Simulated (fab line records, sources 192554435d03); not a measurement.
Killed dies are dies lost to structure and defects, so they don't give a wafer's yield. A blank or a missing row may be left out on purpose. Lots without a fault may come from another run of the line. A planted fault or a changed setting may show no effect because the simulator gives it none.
A struck lot beside a sound one | flow n5_finfet | 16 steps out of a route of 1938
Sound: wafers L977.3, L977.4, L977.6. Struck: wafer L982.1. (L982.3, L982.5 of the same lot were not struck and are left out.) The cause comes at the end.
At each step with rows: each side's tool, then ch and its chambers, then its first start. Under that, the readings that differ: sound wafers | struck wafers | difference of the means | sigmas: that difference in standard deviations of wafers without a fault.
alike: readings whose means differ by less than 2 such deviations, and words and numbers that are the same on both sides. not compared: withheld readings, readings that some wafer has no value for, bounds like >300 that may hide the same value, and numbers for which the record gives no deviation and whose values overlap.
The two part at a step that has a row with sigmas, a row that says differs or no value, or rows on one side only. Numbers that don't overlap but have no deviation are shown without sigmas and don't part them. A reading that every wafer of one side lacks parts them only if that side has two wafers or more.

first, 8 steps without rows for these wafers: N5_BEOL_M2_COAT_62 (time 60 s, resist thk 12 nm); N5_BEOL_M2_COAT_73 (time 60 s, resist thk 5 nm); N5_BEOL_M2_COAT_05 (resist thk 30 nm); N5_BEOL_M2_EBR_07; N5_BEOL_M2_SOFTBAKE_06 (time 60 s); N5_BEOL_M2_EXPOSE_08 (exposes mask M2); N5_BEOL_M2_PEB_09 (peb time 60 s); N5_BEOL_M2_DEVELOP_10 (develop time 30 s).
N5_BEOL_M2_CD_MEAS_11: target cd 16.79 nm.
  sound on cd_sem-03 ch 0, day 10 02:46; struck on cd_sem-03 ch 0, day 10 18:31
  alike: cd_nm
N5_BEOL_M2_OVL_MEAS_12:
  sound on overlay-02 ch 0, day 10 02:49; struck on overlay-02 ch 0, day 10 18:32
  alike: M2_OVL
N5_BEOL_M2_INSPECT_13: inspects for defects (brightfield).
  sound on defect_inspect-02, day 10 02:52; struck on defect_inspect-02, day 10 18:37
  alike: raw_defect_count
N5_BEOL_M2_DESCUM_16: chemistry O2, time 7 s.
  sound on rie_diel-03 ch 2,3, day 10 02:53; struck on rie_diel-03 ch 0, day 10 18:38
  reading                | sound             | struck | difference | sigmas
  rf_vpp_V (V)           | 239.9 243.0 241.5 | 244.8  | +3.3       | +2
  throttle_valve_pct (%) | 20.38 20.32 20.40 | 20.85  | +0.48      | +3
  alike: drypump_motor_current_A, oes_product_au, showerhead_plenum_p_Torr
  not compared: rf_hours_counter_h
N5_BEOL_M2_ETCH_74: etches underlayer in N2/H2, target depth 6.5 nm, time 5.2 s.
  sound on rie_diel-03 ch 2,3, day 10 02:56; struck on rie_diel-03 ch 0, day 10 18:41
  reading               | sound             | struck | difference | sigmas
  etch_rf_on_time_s (s) | 5.10 4.84 5.11    | 6.34   | +1.32      | +8
  rf_fwd_power_W (W)    | 817.0 819.5 820.0 | 615.0  | -203.8     | -85
  rf_vpp_V (V)          | 516.8 524.0 521.9 | 575.2  | +54.3      | +22
  alike: drypump_motor_current_A, oes_product_au, showerhead_plenum_p_Torr, throttle_valve_pct
  not compared: rf_hours_counter_h
N5_BEOL_M2_ETCH_63: etches SiARC in CF4, target depth 15.6 nm, time 26 s.
  sound on rie_diel-03 ch 2,3, day 10 02:57; struck on rie_diel-03 ch 0, day 10 18:41
  reading                | sound             | struck | difference | sigmas
  throttle_valve_pct (%) | 15.66 15.53 15.68 | 16.06  | +0.44      | +2
  alike: drypump_motor_current_A, etch_rf_on_time_s, oes_product_au, rf_fwd_power_W, rf_vpp_V, showerhead_plenum_p_Torr
  not compared: rf_hours_counter_h
N5_BEOL_M4_RC_MEAS_101:
  sound on prober-02 ch 0, day 11 18:38; struck on prober-01 ch 0, day 12 05:49
  alike: DIBL_N, DIBL_P, IOFF_N, IOFF_P, ION_N, ION_P, SS_N, SS_P, VT_N, VT_P
-- the record jumps here: 5 days lie between the struck wafers' starts before and after (it left off in module BEOL_M4 and takes up again in module PASSIVATION, whose first step shown is number 1936 of the route) --
N5_PASSIVATION_PROBE_49:
  the record has rows for the struck wafers here (prober-01, day 16 19:37) and none for the sound ones

WHERE THEY PART
First at N5_BEOL_M2_DESCUM_16; last, within this record, at N5_PASSIVATION_PROBE_49.

WHY: what the simulator had put in
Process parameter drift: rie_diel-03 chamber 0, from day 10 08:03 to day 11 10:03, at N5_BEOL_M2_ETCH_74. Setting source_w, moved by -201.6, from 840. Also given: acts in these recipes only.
